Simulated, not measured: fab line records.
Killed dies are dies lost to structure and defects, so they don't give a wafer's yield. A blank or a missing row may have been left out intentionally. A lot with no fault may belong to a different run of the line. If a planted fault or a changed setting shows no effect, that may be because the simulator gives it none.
fab line records	flow nandHarc
record lots=10	wafers=30	lastDay=33
route steps=1302 shown P_CONTACT@234 P_M0@260 END@1302
lots with no fault: from the same line, run without faults
startH: start of the lot's first displayed wafer, in hours after the record's first day	waitH: hours from the lot's prior step to this one	" repeats the value in the row above	L1.1+2: a row that stands for several wafers	- value missing, or start not given	* or withheld: withheld	< > ~ a bound
route shown NAME@n: NAME is a module with steps in the file, n the number in the route of the first one	usual: mean/standard deviation of fault-free wafers	same: alike in all rows	chamber/n: place in a boat	sites: each site's reading	_std_site: their standard deviation	_edge_site: outer sites' mean less inner sites'	radiusMm: how far each site lies from the wafer's centre	mask NAME#n: copy n	behind: the tool/chamber that last shaped the wafer	hold: reason for holding the lot/hours on hold/outcome of the hold	device: the n, p or np transistor that did not switch	end of line: tests of these same wafers at the route's end	step lacking rows: just its recipe	killed: not the wafer's yield, but the dies lost to structure and defects at the first sort	map: shows each die of a wafer: x if killed, . if not, _ if none is there
set.NAME: the setting as run; set.NAME@STEP: as run at that earlier step	model.NAME: the simulator's own value behind a step, which no gauge read
one table for each step of the route and one row for each wafer, over a sample of lots
services: from which hour (startH, from the record's first day; less than 0 if before it) a tool's chamber was out of use, for how many hours, and why
## steps
# step NHARC_P_CONTACT_INSPECT_14
# usual rawDefectCount=3.8/2.2
lot.wafer	tool	chamber	startH	waitH	rawDefectCount
L174.1	defectInspect-01	-	125.76	0.0	6
L174.2	"	-	"	"	4
L174.3	"	-	"	"	6
L179.2	defectInspect-02	-	175.02	0.0	3
L179.4	"	-	"	"	0
L179.5	"	-	"	"	4
L180.2	defectInspect-01	-	190.08	0.0	2
L180.3	"	-	"	"	3
L180.6	"	-	"	"	5
L182.2	defectInspect-01	-	213.09	0.0	1
L182.4	"	-	"	"	4
L182.6	"	-	"	"	4
L186.1	defectInspect-01	-	253.03	0.0	0
L186.4	"	-	"	"	5
L186.6	"	-	"	"	2
L188.1	defectInspect-02	-	263.96	0.0	4
L188.4	"	-	"	"	4
L188.6	"	-	"	"	5
L189.1	defectInspect-02	-	277.78	0.0	7
L189.4	"	-	"	"	6
L189.5	"	-	"	"	6
L190.1	defectInspect-02	-	286.43	0.0	7
L190.4	"	-	"	"	3
L190.6	"	-	"	"	6
L194.1	defectInspect-02	-	333.28	0.0	3
L194.2	"	-	"	"	4
L194.4	"	-	"	"	8
L195.2	defectInspect-02	-	348.76	0.0	3
L195.4	"	-	"	"	2
L195.6	"	-	"	"	7
# step NHARC_P_CONTACT_STRIP_28
# recipe o2FlowSccm=500	arFlowSccm=0	biasW=0	chemistry=O2
# usual drypumpMotorCurrentA=5.8/0.55	oesProductAu=1.000/0.0081	rfVppV=57.6/0.88	showerheadPlenumPTorr=3.42/0.11	throttleValvePct=17.037/0.0086
lot.wafer	tool	chamber	startH	waitH	drypumpMotorCurrentA	oesProductAu	rfHoursCounterH	rfVppV	showerheadPlenumPTorr	throttleValvePct
L174.3	rieDiel-04	2	126.77	0.1	6.0	1.007	6	58.3	3.39	17.052
L174.2	"	3	"	"	6.1	0.985	7	57.5	3.42	17.032
L174.1	"	0	"	"	5.6	1.005	7	58.0	3.45	17.040
L179.2	rieDiel-06	3	176.20	0.1	5.5	0.998	1	57.9	3.33	17.044
L179.4	"	1	"	"	5.7	1.003	1	59.3	3.76	17.036
L179.5	"	2	"	"	6.6	0.985	-	57.3	3.36	17.037
L180.3	rieDiel-04	2	191.10	0.1	6.0	1.003	0	57.8	3.39	17.036
L180.2	"	0	"	"	5.6	1.016	0	57.1	3.45	17.048
L180.6	"	2	"	"	6.0	1.007	-	58.0	3.39	17.034
L182.4	rieDiel-06	2	214.23	0.1	6.6	0.988	2	58.3	3.36	17.030
L182.2	"	3	"	"	5.5	1.002	2	56.2	3.33	17.039
L182.6	"	2	"	"	6.6	0.992	-	58.0	3.36	17.035
L186.1	rieDiel-03	0	254.21	0.1	4.7	0.998	4	57.3	3.38	17.041
L186.6	"	0	"	"	4.7	0.994	-	56.9	3.38	17.033
L186.4	"	1	"	"	5.4	0.995	-	58.2	3.48	17.039
L188.4	rieDiel-04	1	265.12	0.1	6.3	1.003	4	57.8	3.31	17.026
L188.1	"	2	"	"	6.0	1.004	4	58.4	3.39	17.033
L188.6	"	1	"	"	6.3	1.002	-	57.6	3.31	17.030
L189.1	rieDiel-03	1	278.78	0.1	5.4	1.007	5	57.7	3.48	17.042
L189.4	"	1	"	"	5.4	0.995	-	57.1	3.48	17.043
L189.5	"	0	"	"	4.7	1.006	-	56.1	3.38	17.042
L190.1	rieDiel-06	3	287.46	0.1	5.5	0.987	3	57.4	3.33	17.028
L190.4	"	1	"	"	5.7	0.996	3	58.0	3.76	17.032
L190.6	"	0	"	"	5.8	0.990	-	57.7	3.47	17.039
L194.1	rieDiel-03	1	334.28	0.1	5.4	0.994	1	57.3	3.48	17.035
L194.4	"	2	"	"	6.3	1.002	1	56.8	3.36	17.034
L194.2	"	3	"	"	4.9	0.989	1	58.5	3.64	17.034
L195.4	rieDiel-04	2	349.78	0.1	6.0	1.003	9	58.4	3.39	17.025
L195.2	"	0	"	"	5.6	1.022	11	58.9	3.44	17.036
L195.6	"	1	"	"	6.3	1.009	-	56.5	3.31	17.022
# step NHARC_P_M0_EXPOSE_06
# recipe na=1.35	targetCdNm=90	doseMj=81.28	maskId=P_M0
# usual exposureDoseMJCm2=81.22/0.099
lot.wafer	tool	chamber	startH	waitH	mask	exposureDoseMJCm2
L174.1	arfiScanner-02	0	129.66	-	P_M0#0	81.02
L174.2	"	0	"	"	P_M0#0	81.07
L174.3	"	0	"	"	P_M0#0	81.12
L179.2	arfiScanner-03	0	179.09	-	P_M0#0	81.31
L179.4	"	0	"	"	P_M0#0	81.26
L179.5	"	0	"	"	P_M0#0	81.17
L180.2	arfiScanner-01	0	193.99	-	P_M0#0	81.31
L180.3	"	0	"	"	P_M0#0	81.36
L180.6	"	0	"	"	P_M0#0	81.32
L182.2	arfiScanner-02	0	217.13	-	P_M0#0	81.15
L182.4	"	0	"	"	P_M0#0	81.20
L182.6	"	0	"	"	P_M0#0	81.22
L186.1	arfiScanner-02	0	257.11	-	P_M0#0	84.41
L186.4	"	0	"	"	P_M0#0	84.33
L186.6	"	0	"	"	P_M0#0	84.29
L188.1	arfiScanner-03	0	268.00	-	P_M0#0	81.21
L188.4	"	0	"	"	P_M0#0	81.21
L188.6	"	0	"	"	P_M0#0	81.13
L189.1	arfiScanner-02	0	281.77	-	P_M0#0	83.77
L189.4	"	0	"	"	P_M0#0	83.88
L189.5	"	0	"	"	P_M0#0	83.72
L190.1	arfiScanner-02	0	290.26	-	P_M0#0	83.27
L190.4	"	0	"	"	P_M0#0	83.19
L190.6	"	0	"	"	P_M0#0	83.26
L194.1	arfiScanner-01	0	337.32	-	P_M0#0	81.24
L194.2	"	0	"	"	P_M0#0	81.27
L194.4	"	0	"	"	P_M0#0	81.23
L195.2	arfiScanner-03	0	352.66	-	P_M0#0	81.21
L195.4	"	0	"	"	P_M0#0	81.18
L195.6	"	0	"	"	P_M0#0	81.12
# step NHARC_P_M0_CD_MEAS_09
# recipe targetCdNm=90	landingEnergyEv=500
# usual cdNm=89.8/0.51
lot.wafer	tool	chamber	startH	waitH	cdNm
L174.1	cdSem-01	0	129.80	-	90.1
L174.2	"	0	"	"	90.9
L174.3	"	0	"	"	89.7
L179.2	cdSem-03	0	179.23	-	89.6
L179.4	"	0	"	"	89.0
L179.5	"	0	"	"	89.3
L180.2	cdSem-02	0	194.12	-	89.0
L180.3	"	0	"	"	89.7
L180.6	"	0	"	"	89.2
L182.2	cdSem-02	0	217.27	-	89.5
L182.4	"	0	"	"	89.8
L182.6	"	0	"	"	89.7
L186.1	cdSem-02	0	257.25	-	92.3
L186.4	"	0	"	"	92.6
L186.6	"	0	"	"	91.7
L188.1	cdSem-01	0	268.14	-	89.3
L188.4	"	0	"	"	89.3
L188.6	"	0	"	"	89.1
L189.1	cdSem-03	0	281.91	-	91.6
L189.4	"	0	"	"	91.8
L189.5	"	0	"	"	91.6
L190.1	cdSem-03	0	290.41	-	91.3
L190.4	"	0	"	"	91.1
L190.6	"	0	"	"	90.6
L194.1	cdSem-03	0	337.46	-	89.7
L194.2	"	0	"	"	90.3
L194.4	"	0	"	"	90.0
L195.2	cdSem-03	0	352.80	-	89.7
L195.4	"	0	"	"	89.3
L195.6	"	0	"	"	89.5
# step NHARC_P_M0_CD_MEAS_16
# usual cdNm=89.7/0.61
lot.wafer	tool	chamber	startH	waitH	cdNm
L174.1	cdSem-03	-	130.29	-	90.2
L174.2	"	-	"	"	90.7
L174.3	"	-	"	"	89.4
L179.2	cdSem-02	-	179.71	-	90.3
L179.4	"	-	"	"	89.3
L179.5	"	-	"	"	89.4
L180.2	cdSem-01	-	194.65	-	88.7
L180.3	"	-	"	"	89.1
L180.6	"	-	"	"	89.0
L182.2	cdSem-03	-	217.75	-	89.9
L182.4	"	-	"	"	89.5
L182.6	"	-	"	"	89.3
L186.1	cdSem-03	-	257.73	-	92.4
L186.4	"	-	"	"	92.5
L186.6	"	-	"	"	92.0
L188.1	cdSem-01	-	268.63	-	88.3
L188.4	"	-	"	"	89.0
L188.6	"	-	"	"	88.8
L189.1	cdSem-01	-	282.40	-	91.2
L189.4	"	-	"	"	90.6
L189.5	"	-	"	"	91.1
L190.1	cdSem-03	-	290.89	-	91.0
L190.4	"	-	"	"	91.4
L190.6	"	-	"	"	90.1
L194.1	cdSem-02	-	338.01	-	90.7
L194.2	"	-	"	"	90.8
L194.4	"	-	"	"	90.2
L195.2	cdSem-03	-	353.29	-	90.0
L195.4	"	-	"	"	89.2
L195.6	"	-	"	"	89.6
# step NHARC_P_M0_STRIP_18
# recipe powerW=1000	n2FlowSccm=150	h2FlowSccm=150	arFlowSccm=0	biasW=0	chemistry=N2/H2
# usual drypumpMotorCurrentA=5.9/0.32	h2FlowSccm=149.9/0.44	oesProductAu=0.996/0.0075	powerW=1000.2/2.8	rfVppV=90.7/0.98	showerheadPlenumPTorr=2.07/0.086	throttleValvePct=14.174/0.0088
lot.wafer	tool	chamber	startH	waitH	drypumpMotorCurrentA	h2FlowSccm	oesProductAu	powerW	rfHoursCounterH	rfVppV	showerheadPlenumPTorr	throttleValvePct
L174.1	rieDiel-05	0	130.39	0.1	6.4	149.8	1.001	999.0	28	90.6	2.21	14.173
L174.3	"	1	"	"	5.5	150.0	1.001	999.9	26	90.9	2.06	14.170
L174.2	"	2	"	"	6.2	149.6	1.002	1001.9	26	91.0	2.00	14.186
L179.2	rieDiel-07	2	179.79	0.1	5.6	150.2	1.002	1000.2	21	91.8	2.03	14.197
L179.4	"	3	"	"	6.3	149.9	0.982	1001.9	21	91.6	2.15	14.177
L179.5	"	3	"	"	6.3	149.5	0.990	1002.9	-	90.0	2.15	14.166
L180.2	rieDiel-07	3	194.72	0.1	6.3	149.7	0.993	1001.3	24	89.7	2.15	14.175
L180.3	"	2	"	"	5.5	149.1	1.007	997.2	25	90.6	2.03	14.171
L180.6	"	3	"	"	6.3	149.7	0.995	998.6	-	92.4	2.15	14.180
L182.4	rieDiel-01	1	217.83	0.1	5.9	150.6	0.992	998.4	1	90.2	2.15	14.188
L182.2	"	2	"	"	5.9	149.4	1.000	996.8	1	90.6	2.03	14.176
L182.6	"	2	"	"	5.9	150.1	0.999	996.8	-	91.3	2.03	14.157
L186.1	rieDiel-07	0	257.84	0.1	5.0	149.6	1.004	998.9	51	90.3	1.91	14.181
L186.4	"	0	"	"	5.0	150.1	0.990	999.1	-	89.2	1.91	14.173
L186.6	"	1	"	"	6.1	150.6	0.992	1000.0	-	90.5	2.04	14.177
L188.4	rieDiel-01	0	268.71	0.1	6.1	150.3	1.006	999.0	8	91.2	2.19	14.185
L188.1	"	3	"	"	5.7	149.6	1.003	997.3	7	90.5	1.97	14.168
L188.6	"	0	"	"	6.0	149.9	0.989	1001.1	-	91.2	2.19	14.179
L189.1	rieDiel-05	3	282.47	0.1	6.1	150.8	0.995	999.5	15	90.0	2.05	14.172
L189.4	"	2	"	"	6.2	150.2	1.002	998.7	12	88.8	1.98	14.170
L189.5	"	3	"	"	6.1	150.3	1.008	997.0	-	90.2	2.05	14.184
L190.4	rieDiel-01	1	291.02	0.1	5.9	150.3	0.994	1000.5	12	91.9	2.15	14.156
L190.1	"	2	"	"	5.9	149.9	1.004	1002.0	11	92.0	2.03	14.179
L190.6	"	3	"	"	5.6	149.8	0.996	1004.0	-	90.0	1.97	14.171
L194.1	rieDiel-01	3	338.11	0.1	5.6	150.3	1.000	1005.6	17	90.5	1.97	14.180
L194.2	"	0	"	"	6.1	149.5	0.993	999.5	19	92.4	2.18	14.184
L194.4	"	1	"	"	5.9	150.2	1.000	996.7	18	92.2	2.15	14.181
L195.4	rieDiel-01	2	353.36	0.1	5.9	150.1	0.994	999.8	22	91.2	2.02	14.166
L195.2	"	1	"	"	5.9	149.1	0.988	999.2	22	91.6	2.14	14.173
L195.6	"	3	"	"	5.7	150.3	0.998	997.9	-	89.5	1.96	14.180
# step NHARC_END_SORT_01
# recipe tempC=25
# usual defectLimitedYield=91.9/2.2	killedAtArray=50/14	killedAtOther=0.9/1	killedAtPeriphery=3.9/2.5	killedDies=55/15	killedOpen=3.5/1.9	killedShort=2.5/1.7	sort_bin_2_pct=3.0/1.1	sort_bin_3_pct=0.6/0.33	sort_bin_4_pct=4.6/1.1	sortNPass=622/15	sortRimYieldPct=90/3.8	sortYieldPct=91.9/2.2
# same grossDies=677	sort_bin_5_pct[%]=0	sort_bin_6_pct[%]=0	sort_bin_7_pct[%]=0	sort_bin_8_pct[%]=0	sortRimNGross=106.00
lot.wafer	tool	chamber	startH	waitH	defectLimitedYield[%]	killedAtArray	killedAtOther	killedAtPeriphery	killedDies	killedOpen	killedShort	sort_bin_2_pct[%]	sort_bin_3_pct[%]	sort_bin_4_pct[%]	sortNPass	sortRimYieldPct[%]	sortYieldPct[%]
L179.2	prober-02	0	617.47	2.8	91.3	56	1	2	59	1	3	3.2	0.4	5.0	618	85	91.3
L179.4	prober-02	0	619.04	3.4	90.0	66	1	1	68	1	0	4.1	0.6	5.3	609	90	90.0
L179.5	prober-02	0	619.83	3.7	90.0	66	1	1	68	0	0	3.8	0.6	5.6	609	81	90.0
L188.4	prober-02	0	696.57	3.3	90.4	56	1	8	65	6	1	2.7	0.9	6.1	612	92	90.4
L186.1	prober-02	0	702.96	2.5	91.3	59	0	0	59	5	4	3.1	1.0	4.6	618	81	91.3
L186.4	prober-02	0	705.38	3.4	91.4	56	0	2	58	3	2	3.4	0.4	4.7	619	92	91.4
L186.6	prober-02	0	706.99	4.0	94.2	39	0	0	39	1	1	1.9	0.3	3.5	638	88	94.2
L189.1	prober-01	0	718.64	2.5	90.4	62	2	1	65	3	1	3.4	0.6	5.6	612	92	90.4
L189.4	prober-01	0	721.03	3.4	88.5	71	3	4	78	5	2	4.3	0.6	6.6	599	89	88.5
L189.5	prober-01	0	721.83	3.7	89.4	64	2	6	72	4	3	5.0	1.0	4.6	605	90	89.4
L190.1	prober-02	0	754.05	2.6	91.7	47	1	8	56	5	1	2.5	0	5.8	621	89	91.7
L190.4	prober-02	0	756.46	3.4	92.6	48	0	2	50	1	1	3.2	0.4	3.7	627	91	92.6
L190.6	prober-02	0	758.06	4.0	89.5	65	0	6	71	7	2	5.0	0.1	5.3	606	86	89.5
L194.1	prober-01	0	778.47	2.5	96.8	19	0	3	22	1	3	0.3	0	3.0	655	96	96.8
L194.2	prober-01	0	779.27	2.8	95.7	23	2	4	29	9	0	1.3	0	3.0	648	95	95.7
L194.4	prober-01	0	780.85	3.4	95.6	23	1	6	30	4	1	1.0	0	3.4	647	98	95.6
# killed by level:class
L179.2 A_SLIT:chamberFilmFlake=24 A_CHANNEL_HOLE_D2:chamberFilmFlake=14 A_STAIRCASE:chamberFilmFlake=7 A_CHANNEL_HOLE_D1:chamberFilmFlake=4 P_BONDPAD:chamberFilmFlake=2 A_CONTACT:chamberFilmFlake=2 A_ONON_D1:geometricParticle:short=1 A_CHANNEL_HOLE_D2:geometricParticle:short=1
L179.4 A_CHANNEL_HOLE_D2:chamberFilmFlake=28 A_SLIT:chamberFilmFlake=27 A_STAIRCASE:chamberFilmFlake=7 A_CONTACT:chamberFilmFlake=2 A_BLC:geometricParticle:open=1 P_BONDPAD:chamberFilmFlake=1 A_CHANNEL_HOLE_D1:chamberFilmFlake=1 THIN_TSV:chamberFilmFlake=1
L179.5 A_SLIT:chamberFilmFlake=32 A_CHANNEL_HOLE_D2:chamberFilmFlake=20 A_CHANNEL_HOLE_D1:chamberFilmFlake=5 A_CONTACT:chamberFilmFlake=5 A_STAIRCASE:chamberFilmFlake=3 P_ZERO_WELL:chamberFilmFlake=1 A_WL_FILL:chamberFilmFlake=1 THIN_TSV:chamberFilmFlake=1
L188.4 A_SLIT:chamberFilmFlake=31 A_CHANNEL_HOLE_D1:chamberFilmFlake=10 A_WL_FILL:chamberFilmFlake=4 P_M1:chamberFilmFlake=3 A_ONON_D1:geometricParticle:open=2 A_DECK1_JOINT:chamberFilmFlake=2 A_STAIRCASE:chamberFilmFlake=2 A_CONTACT:chamberFilmFlake=2
L186.1 A_CHANNEL_HOLE_D1:chamberFilmFlake=20 A_CHANNEL_HOLE_D2:chamberFilmFlake=19 A_BONDPAD:chamberFilmFlake=5 A_CONTACT:chamberFilmFlake=3 A_STAIRCASE:chamberFilmFlake=2 A_ONON_D1:geometricParticle:short=1 A_DECK1_JOINT:geometricParticle:short=1 A_ONON_D2:geometricParticle:open=1
L186.4 A_CHANNEL_HOLE_D1:chamberFilmFlake=31 A_CHANNEL_HOLE_D2:chamberFilmFlake=11 A_CONTACT:chamberFilmFlake=3 A_STAIRCASE:chamberFilmFlake=2 A_BONDPAD:chamberFilmFlake=2 A_SOURCE_PLATE:geometricParticle:short=1 A_DECK1_JOINT:geometricParticle:short=1 A_DECK1_JOINT:geometricParticle:open=1
L186.6 A_CHANNEL_HOLE_D1:chamberFilmFlake=15 A_CHANNEL_HOLE_D2:chamberFilmFlake=12 A_STAIRCASE:chamberFilmFlake=4 A_CONTACT:chamberFilmFlake=3 A_SLIT:chamberFilmFlake=2 A_CHANNEL_HOLE_D2:geometricParticle:short=1 A_SGD_CUT:geometricParticle:open=1 A_BONDPAD:chamberFilmFlake=1
L189.1 A_SLIT:chamberFilmFlake=28 A_CHANNEL_HOLE_D2:chamberFilmFlake=10 A_CONTACT:chamberFilmFlake=9 A_CHANNEL_HOLE_D1:chamberFilmFlake=4 A_CHANNEL_FILL_D1:chamberFilmFlake=2 A_CHANNEL_FILL_D2:chamberFilmFlake=2 A_STAIRCASE:chamberFilmFlake=2 THIN_TSV:chamberFilmFlake=2
L189.4 A_SLIT:chamberFilmFlake=26 A_CHANNEL_HOLE_D2:chamberFilmFlake=22 A_CHANNEL_HOLE_D1:chamberFilmFlake=7 A_CONTACT:chamberFilmFlake=4 A_STAIRCASE:chamberFilmFlake=3 THIN_TSV:chamberFilmFlake=3 A_M1:geometricParticle:open=2 P_STI:chamberFilmFlake=2
L189.5 A_SLIT:chamberFilmFlake=23 A_CHANNEL_HOLE_D2:chamberFilmFlake=16 A_CHANNEL_HOLE_D1:chamberFilmFlake=8 A_CONTACT:chamberFilmFlake=4 P_ZERO_WELL:chamberFilmFlake=3 A_CHANNEL_FILL_D2:chamberFilmFlake=3 A_M1:geometricParticle:open=2 P_BONDPAD:chamberFilmFlake=2
L190.1 A_CHANNEL_HOLE_D2:chamberFilmFlake=20 A_CONTACT:chamberFilmFlake=11 A_CHANNEL_HOLE_D1:chamberFilmFlake=7 P_GATE:geometricParticle:open=2 A_SLIT:chamberFilmFlake=2 A_CHANNEL_FILL_D2:geometricParticle:open=2 P_GATE:chamberFilmFlake=2 A_CHANNEL_FILL_D2:chamberFilmFlake=2
L190.4 A_CHANNEL_HOLE_D1:chamberFilmFlake=15 A_CHANNEL_HOLE_D2:chamberFilmFlake=14 A_CONTACT:chamberFilmFlake=8 A_ZERO_WELL:chamberFilmFlake=2 A_CHANNEL_FILL_D1:chamberFilmFlake=2 A_CHANNEL_FILL_D2:chamberFilmFlake=2 A_STAIRCASE:chamberFilmFlake=2 A_SLIT:chamberFilmFlake=2
L190.6 A_CHANNEL_HOLE_D2:chamberFilmFlake=23 A_CHANNEL_HOLE_D1:chamberFilmFlake=16 A_CONTACT:chamberFilmFlake=12 A_SLIT:chamberFilmFlake=3 P_STI:chamberFilmFlake=2 P_GATE:chamberFilmFlake=2 P_M0:geometricParticle:open=1 P_M0:geometricParticle:short=1
L194.1 A_SLIT:chamberFilmFlake=7 P_M2:chamberFilmFlake=2 A_ZERO_WELL:chamberFilmFlake=2 A_CHANNEL_FILL_D1:chamberFilmFlake=2 A_CONTACT:chamberFilmFlake=2 A_SOURCE_PLATE:geometricParticle:short=1 A_ONON_D2:geometricParticle:short=1 A_M0:geometricParticle:open=1
L194.2 A_SLIT:chamberFilmFlake=6 A_CHANNEL_FILL_D1:geometricParticle:open=3 A_CHANNEL_FILL_D1:chamberFilmFlake=3 A_M0:geometricParticle:open=2 P_GATE:chamberFilmFlake=2 A_STAIRCASE:chamberFilmFlake=2 A_CONTACT:chamberFilmFlake=2 THIN_TSV:chamberFilmFlake=2
L194.4 A_SLIT:chamberFilmFlake=9 A_CONTACT:chamberFilmFlake=6 P_M0:geometricParticle:open=2 P_GATE:chamberFilmFlake=2 A_CHANNEL_FILL_D1:chamberFilmFlake=2 A_STAIRCASE:chamberFilmFlake=2 A_ONON_D1:geometricParticle:open=1 A_CONTACT:geometricParticle:open=1
## services
tool	chamber	startH	hours	kind
rieDiel-03	-	104.30	9.0	pm
rieDiel-01	2	108.40	9.6	repair
rieDiel-07	-	118.15	9.0	pm
rieDiel-06	-	130.20	9.0	pm
rieDiel-03	0	132.61	4.2	repair
arfiScanner-02	-	140.00	4.0	pm
arfiScanner-02	-	150.69	1.2	repair
rieDiel-01	3	151.56	4.5	repair
rieDiel-04	1	166.08	16.0	repair
rieDiel-04	-	177.90	9.0	pm
rieDiel-01	2	186.27	8.3	repair
rieDiel-04	1	196.45	12.1	repair
rieDiel-01	-	204.32	9.0	pm
rieDiel-04	2	208.89	6.7	repair
rieDiel-01	-	227.42	0.2	repair
arfiScanner-02	-	231.04	3.9	repair
rieDiel-04	3	244.38	10.1	repair
arfiScanner-02	-	276.82	1.0	repair
arfiScanner-02	-	292.03	4.8	repair
rieDiel-01	3	305.68	3.7	repair
rieDiel-04	-	310.84	0.2	repair
arfiScanner-02	-	312.00	4.0	pm
arfiScanner-02	-	319.76	0.6	repair
rieDiel-01	3	322.22	2.5	repair
## key
firstSign step=NHARC_P_M0_EXPOSE_06	reading=exposureDoseMJCm2	direction=up	sigmas=26	usual=81.22	struck=83.79
effect step=NHARC_P_M0_CD_MEAS_09	reading=cdNm	direction=up	sigmas=3.6	usual=89.8	struck=91.6	through=controlLoop
effect step=NHARC_P_M0_CD_MEAS_16	reading=cdNm	direction=up	sigmas=2.8	usual=89.7	struck=91.4	through=controlLoop
metAt NHARC_P_M0_EXPOSE_06
struckLots L186,L189,L190
loopTrim step=NHARC_P_M0_EXPOSE_06	setting=dose	lots=L189,L190
notActingAt NHARC_P_CONTACT_INSPECT_14,NHARC_P_CONTACT_STRIP_28,NHARC_P_M0_STRIP_18
onsetBetween 217.13 257.11
fault kind=processParameterDrift	tool=arfiScanner-02	chamber=-	onsetH=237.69	steps=NHARC_P_M0_EXPOSE_06	channel=doseMj	offset=3.2743	shape=step	actsIn=theseRecipesOnly	stated=81.28
# loopTrim: a control loop set the setting to another value than it would have without faults
